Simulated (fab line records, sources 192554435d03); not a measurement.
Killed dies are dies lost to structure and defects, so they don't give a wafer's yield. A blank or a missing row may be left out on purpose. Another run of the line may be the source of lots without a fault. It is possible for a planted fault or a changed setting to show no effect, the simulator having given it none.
Matching of chambers || flow n5-finfet || uv-cure-03 running N5_BEOL_M9_CURE_72: 3 sister chambers
The step cures SiCOH lowk, time 120 s. 6 wafers are shown with their chamber, then 9 later ones without.

## WAFERS PAIRED WITH THEIR CHAMBERS
{"wafer": "L077.4", "chamber": 1, "wafer_temp_C_max": 371.3, "lamp-power-pct (%)": 52.24}
{"wafer": "L077.6", "chamber": 1, "wafer_temp_C_max": 371.5, "lamp-power-pct (%)": 52.40}
{"wafer": "L089.4", "chamber": 2, "wafer_temp_C_max": 373.7, "lamp-power-pct (%)": 52.28}
{"wafer": "L089.6", "chamber": 2, "wafer_temp_C_max": 373.2, "lamp-power-pct (%)": 52.33}
{"wafer": "L090.2", "chamber": 0, "wafer_temp_C_max": 371.1, "lamp-power-pct (%)": 52.30}
{"wafer": "L090.3", "chamber": 0, "wafer_temp_C_max": 371.1, "lamp-power-pct (%)": 52.38}

## WAFERS WITHOUT THEIR CHAMBER
{"wafer": "L090.4", "wafer_temp_C_max": 371.0, "lamp-power-pct (%)": 52.44}
{"wafer": "L090.5", "wafer_temp_C_max": 371.2, "lamp-power-pct (%)": 52.40}
{"wafer": "L090.6", "wafer_temp_C_max": 371.1, "lamp-power-pct (%)": 52.32}
{"wafer": "L091.1", "wafer_temp_C_max": 371.1, "lamp-power-pct (%)": 52.26}
{"wafer": "L091.3", "wafer_temp_C_max": 371.9, "lamp-power-pct (%)": 52.27}
{"wafer": "L091.6", "wafer_temp_C_max": 372.1, "lamp-power-pct (%)": 52.28}
{"wafer": "L093.3", "wafer_temp_C_max": 371.1, "lamp-power-pct (%)": 52.26}
{"wafer": "L093.4", "wafer_temp_C_max": 371.4, "lamp-power-pct (%)": 52.40}
{"wafer": "L093.5", "wafer_temp_C_max": 370.9, "lamp-power-pct (%)": 52.37}

## WHICH CHAMBER EACH WENT THROUGH
{"wafer": "L090.4", "from the rows above": "can't be placed: 0 or 1", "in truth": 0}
{"wafer": "L090.5", "from the rows above": "can't be placed: 0 or 1", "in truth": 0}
{"wafer": "L090.6", "from the rows above": "can't be placed: 0 or 1", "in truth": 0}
{"wafer": "L091.1", "from the rows above": "can't be placed: 0 or 1", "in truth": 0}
{"wafer": "L091.3", "from the rows above": "can't be placed: 1 or 0", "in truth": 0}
{"wafer": "L091.6", "from the rows above": "can't be placed: 1 or 0", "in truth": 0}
{"wafer": "L093.3", "from the rows above": "can't be placed: 0 or 1", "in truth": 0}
{"wafer": "L093.4", "from the rows above": "can't be placed: 1 or 0", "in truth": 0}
{"wafer": "L093.5", "from the rows above": "can't be placed: 0 or 1", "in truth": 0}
0 of 9 placed correctly. These rows do not allow placing 9 (true chamber among the candidates in 9). Number placed wrongly: 0.
How it was worked out, from the rows above alone: a wafer's distance from a chamber is the root of the sum, over the readings, of the square of ((its reading less the chamber's mean) divided by the reading's scatter). The wafer belongs to the nearest chamber; if the next one is less than 2 further off, it can't be placed. Each chamber's mean is taken over the wafers shown for it. The scatter: take each reading less its chamber's mean, square it, sum over the shown wafers, divide by the number of wafers less the number of chambers, and take the root.
